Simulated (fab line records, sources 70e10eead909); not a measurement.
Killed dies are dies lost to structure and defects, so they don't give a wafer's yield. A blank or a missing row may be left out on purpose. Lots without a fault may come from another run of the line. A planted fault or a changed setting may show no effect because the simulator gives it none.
One fault seen from 3 desks | flow nand_harc | each desk has only its own numbers; what lay behind them comes last

THE DEFECT DESK
What the inspections along the route counted, lot by lot: means of the sampled wafers that have a number. A lot is out of limits, marked OUT, if its mean lies more than 4 standard deviations from the usual mean; the brackets give that distance.
Columns: A = raw_defect_count at NHARC_P_M1_INSPECT_11, usual 4.2
lot  | first seen here | A
L714 | day 6 21:47     | 6.3
L720 | day 9 09:26     | 4.0
L719 | day 9 09:59     | 2.7
L721 | day 10 00:07    | 3.0
L722 | day 10 08:38    | 2.3
L723 | day 10 17:07    | 4.0
L728 | day 12 23:46    | 5.3
L729 | day 13 13:19    | 4.0
L730 | day 13 14:44    | 1.3
L732 | day 14 13:41    | 6.3
L733 | day 15 01:08    | 6.7
L735 | day 15 22:49    | 3.7
This desk's finding: nothing out of limits on any of the 12 lots.

THE METROLOGY DESK
What the gauges read, lot by lot, whatever tool the lot ran on: means of the sampled wafers that have a number. A lot is out of limits, marked OUT, if its mean lies more than 4 standard deviations from the usual mean; the brackets give that distance.
Columns: A = cd_nm at NHARC_P_M2_CD_MEAS_09, usual 169.9 nm
lot  | first seen here | A
L714 | day 7 01:52     | 169.9
L720 | day 9 13:28     | 169.9
L719 | day 9 14:02     | 176.8 (+15) OUT
L721 | day 10 04:08    | 176.9 (+16) OUT
L722 | day 10 12:41    | 175.2 (+12) OUT
L723 | day 10 21:19    | 170.2
L728 | day 13 03:41    | 169.8
L729 | day 13 17:22    | 170.2
L730 | day 13 18:37    | 170.2
L732 | day 14 17:52    | 170.1
L733 | day 15 05:15    | 169.3
L735 | day 16 02:46    | 169.5
This desk's finding: out of limits on L719, L721, L722; first on L719, day 9 14:02 (cd_nm at NHARC_P_M2_CD_MEAS_09). In limits: L714, L720, L723, L728, L729, L730, L732, L733, L735.

THE TOOL OWNER'S DESK: litho_track-06
The tool's own readings at NHARC_P_M2_PEB_07 (peb time 65 s): means of the sampled wafers that have a number, for each lot that ran on this tool. A lot is out of limits, marked OUT, if its mean lies more than 4 standard deviations from the usual mean; the brackets give that distance.
Columns: A = exhaust_pa at NHARC_P_M2_PEB_07, usual 44.8 Pa; B = heater_power_total_W at NHARC_P_M2_PEB_07, usual 156.6 W; C = plate_temp_C at NHARC_P_M2_PEB_07, usual 100.00 C
lot  | first seen here | A    | B                | C
L714 | day 7 01:47     | 43.7 | 156.2            | 99.89
L720 | day 9 13:23     | 44.6 | 156.5            | 100.20
L719 | day 9 13:58     | 44.0 | 160.9 (+9.7) OUT | 102.01 (+14) OUT
L721 | day 10 04:04    | 45.6 | 160.9 (+9.7) OUT | 102.19 (+16) OUT
L722 | day 10 12:36    | 44.7 | 161.0 (+10) OUT  | 102.09 (+15) OUT
L729 | day 13 17:17    | 44.5 | 156.5            | 99.99
L730 | day 13 18:32    | 45.2 | 157.2            | 99.90
L733 | day 15 05:10    | 43.9 | 156.8            | 100.00
This desk's finding: out of limits on L719, L721, L722; first on L719, day 9 13:58 (heater_power_total_W at NHARC_P_M2_PEB_07). In limits: L714, L720, L729, L730, L733.

PUT TOGETHER
The tool owner's desk could have raised an alarm at day 9 13:58, on L719, L721, L722.
The metrology desk could have raised an alarm at day 9 14:02, on L719, L721, L722.
The defect desk saw nothing out of limits.
The defect desk has L719, L721, L722 on record, within its limits.
Of the lots named, all ran NHARC_P_M2_PEB_07 on litho_track-06.

WHAT THE SIMULATOR HAD PUT IN
Process parameter drift: litho_track-06, from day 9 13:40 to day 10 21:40, at NHARC_P_M2_PEB_07. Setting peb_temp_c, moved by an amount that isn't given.
Lots struck among those shown: L719, L721, L722.
Hours from the fault's start to each desk's first reading out of limits: the tool owner's desk, 0; the metrology desk, 0.
